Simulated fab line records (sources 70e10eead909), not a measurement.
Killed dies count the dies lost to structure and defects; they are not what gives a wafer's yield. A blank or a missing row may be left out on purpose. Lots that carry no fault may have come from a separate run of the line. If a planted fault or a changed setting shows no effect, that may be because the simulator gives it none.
A struck lot beside a sound one | flow nand harc | 15 out of 1159 route steps
Sound: the wafers L117.1, L117.3, L117.5. Struck: wafers L127.1, L127.2, L127.6. The cause comes at the end.
At each step with rows: each side's tool, then ch and its chambers, then its first start. Under that, the readings that differ: sound wafers | struck wafers | difference of the means | sigmas: that difference in standard deviations of wafers without a fault.
alike: readings with means less than 2 such deviations apart, plus words and numbers identical on both sides. not compared: withheld readings, readings lacking a value on some wafer, bounds such as >300 that could conceal the same value, and numbers that have no deviation in the record and whose values overlap.
The two part at a step that has a row with sigmas, a row that says differs or no value, or rows on one side only. Non-overlapping numbers with no deviation appear without sigmas and do not part them. Lack of a reading on every wafer of one side parts them only where that side has two or more wafers.

first, 3 steps without rows for these wafers: NHARC_A_CHANNEL_HOLE_D1_EXPOSE_07 (exposes mask HOLE D1, target cd 100 nm); NHARC_A_CHANNEL_HOLE_D1_PEB_08 (peb time 65 s); NHARC_A_CHANNEL_HOLE_D1_DEVELOP_09 (develop time 35 s).
NHARC_A_CHANNEL_HOLE_D1_CD_MEAS_10 targets a cd of 100 nm.
  sound on cd sem-02 ch 0, day 10 01:52; struck on cd sem-02 ch 0, day 12 07:58
  alike: cd nm
NHARC_A_CHANNEL_HOLE_D1_OVL_MEAS_11:
  sound: overlay-02 at day 10 01:57; struck: overlay-01 at day 12 08:03
  alike: overlay x nm, overlay y nm
NHARC_A_CHANNEL_HOLE_D1_INSPECT_12:
  sound: defect inspect-02 at day 10 01:59; struck: defect inspect-01 at day 12 08:05
  alike: raw defect count
NHARC_A_CHANNEL_HOLE_D1_DESCUM_15: chemistry O2, time 3 s.
  sound on rie diel-13 ch 0,1,2, day 10 02:04; struck on rie diel-02 ch 2,3, day 12 08:09
  alike: drypump motor current A, mfc ar sccm, oes product au, rf vpp V, showerhead plenum p Torr, throttle valve pct
  not compared: rf hours counter h
NHARC_A_CHANNEL_HOLE_D1_ETCH_38: etches the open film in CF4, target depth 39 nm, time 65 s.
  sound on rie diel-13 ch 0,2,3, day 10 02:09; struck on rie diel-02 ch 0,2,3, day 12 08:14
  alike: bias w, cf4 flow sccm, drypump motor current A, mfc ar sccm, oes product au, rf vpp V, showerhead plenum p Torr, throttle valve pct
  not compared: rf hours counter h
then, 1 step without rows for these wafers: NHARC_A_CHANNEL_HOLE_D1_ETCH_39 (etches the open film in N2/H2, target depth 260 nm, time 325 s).
NHARC_A_CHANNEL_HOLE_D1_ETCH_34: etches the open film in CF4/CHF3, target depth 154 nm, time 77 s.
  sound: rie diel-13 ch 0,1; struck: rie diel-02 ch 0,2,3
  alike: bias w, cf4 flow sccm, drypump motor current A, mfc ar sccm, oes product au, rf vpp V, showerhead plenum p Torr, throttle valve pct
  not compared: rf hours counter h
NHARC_A_CHANNEL_HOLE_D1_ETCH_16: etches the open film in O2/COS, target depth 3100 nm, time 806 s.
  sound: rie diel-13 ch 1,2,3; struck: rie diel-02 ch 0,2,3
  alike: bias w, chamber pressure mTorr, drypump motor current A, mfc ar sccm, oes product au, rf vpp V, showerhead plenum p Torr, throttle valve pct
  not compared: rf hours counter h
NHARC_A_CHANNEL_HOLE_D1_CD_MEAS_18:
  sound: cd sem-01 at day 10 03:10; struck: cd sem-02 at day 12 09:16
  alike: cd nm
NHARC_A_CHANNEL_HOLE_D1_ETCH_19: etches the open film in C4F8/O2/Ar, time 34.5 s.
  sound on har etch-01 ch 0,1, day 10 03:15; struck on har etch-01 ch 0,1, day 12 09:21
  no value came back on the struck wafers for any of 7 readings (bias v (V), c4f8 flow sccm (sccm) and others); on the sound wafers bias v (V) reads 1199 1179 1191
  not compared: rf hours counter h
NHARC_A_CHANNEL_HOLE_D1_ETCH_20: etches the open film in C4F8/O2/Ar, time 361.9 s, target depth 1600 nm.
  sound on har etch-01 ch 0,1, day 10 03:24; struck on har etch-01 ch 0,1, day 12 09:28
  reading            | sound             | struck            | difference | sigmas
  mfc ar sccm (sccm) | 375.1 376.4 377.9 | 375.0 373.0 373.4 | -2.7       | -2
  alike: c4f8 flow sccm, chamber pressure mTorr, drypump motor current A, esc clamp current uA, showerhead plenum p Torr, throttle valve pct
  not compared: rf hours counter h
-- jump in the record: it breaks off in module A_CHANNEL_HOLE_D1 and resumes in module END (first step shown: number 1159 of the route), and 11 days separate the struck wafers' starts before and after --
NHARC_END_SORT_01:
  sound on prober-01 ch 0, day 20 19:13; struck on prober-01 ch 0, day 23 06:02
  reading             | sound    | struck      | difference | sigmas
  killed at array     | 29 25 28 | 674 676 676 | +648       | +59
  killed at other     | 4 2 4    | 2 0 1       | -2         | -2
  killed at periphery | 7 5 3    | 1 1 0       | -4         | -2
  killed dies         | 40 32 35 | 677 677 677 | +641       | +58
  alike: killed open, killed short

## WHERE THEY PART
Earliest at NHARC_A_CHANNEL_HOLE_D1_ETCH_19; latest, in this record, at NHARC_END_SORT_01.

WHY: what the simulator had put in
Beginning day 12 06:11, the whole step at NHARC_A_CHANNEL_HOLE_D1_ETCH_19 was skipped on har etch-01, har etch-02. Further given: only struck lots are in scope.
